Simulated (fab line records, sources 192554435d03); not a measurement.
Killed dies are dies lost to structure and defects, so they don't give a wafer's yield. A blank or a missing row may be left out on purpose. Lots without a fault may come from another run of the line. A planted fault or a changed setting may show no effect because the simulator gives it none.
Chamber matching | flow n5_finfet | N5_BEOL_M0_SAQP_ETCH_84 on rie_diel-03: 4 sister chambers
The step etches SOC in N2/H2, target depth 100 nm, overetch 20 nm, time 150 s. 8 wafers are shown with their chamber, then 11 later ones without.

WAFERS WITH THEIR CHAMBER
wafer  | chamber | throttle_valve_pct (%) | drypump_motor_current_A (A)
L083.6 | 1       | 17.93                  | 5.96
L084.1 | 2       | 17.75                  | 6.06
L084.2 | 3       | 18.10                  | 5.69
L084.3 | 1       | 17.95                  | 5.96
L084.4 | 0       | 17.55                  | 6.39
L084.5 | 2       | 17.75                  | 6.09
L084.6 | 3       | 18.10                  | 5.70
L087.3 | 0       | 17.57                  | 6.39

WAFERS WITHOUT THEIR CHAMBER
wafer  | throttle_valve_pct (%) | drypump_motor_current_A (A)
L087.4 | 17.78                  | 6.03
L087.6 | 17.76                  | 6.04
L090.1 | 17.98                  | 6.02
L090.2 | 18.13                  | 5.70
L090.4 | 17.56                  | 6.43
L093.1 | 17.78                  | 6.00
L093.2 | 17.59                  | 6.43
L093.5 | 18.14                  | 5.71
L096.3 | 18.15                  | 5.71
L096.5 | 17.61                  | 6.39
L096.6 | 17.99                  | 5.97

WHICH CHAMBER EACH WENT THROUGH
wafer  | from the rows above | in truth
L087.4 | 2                   | 2
L087.6 | 2                   | 2
L090.1 | 1                   | 1
L090.2 | 3                   | 3
L090.4 | 0                   | 0
L093.1 | 2                   | 2
L093.2 | 0                   | 0
L093.5 | 3                   | 3
L096.3 | 3                   | 3
L096.5 | 0                   | 0
L096.6 | 1                   | 1
Placed correctly: 11 of 11. Can't be placed from these rows: 0. Placed wrongly: 0.
How it was worked out, from the rows above alone: a wafer's distance from a chamber is the root of the sum, over the readings, of the square of ((its reading less the chamber's mean) divided by the reading's scatter). The wafer belongs to the nearest chamber; if the next one is less than 2 further off, it can't be placed. A chamber's mean is the mean of its shown wafers. The scatter: the root of (the sum of the squares of (reading less its chamber's mean) over the shown wafers, divided by (wafers less chambers)).
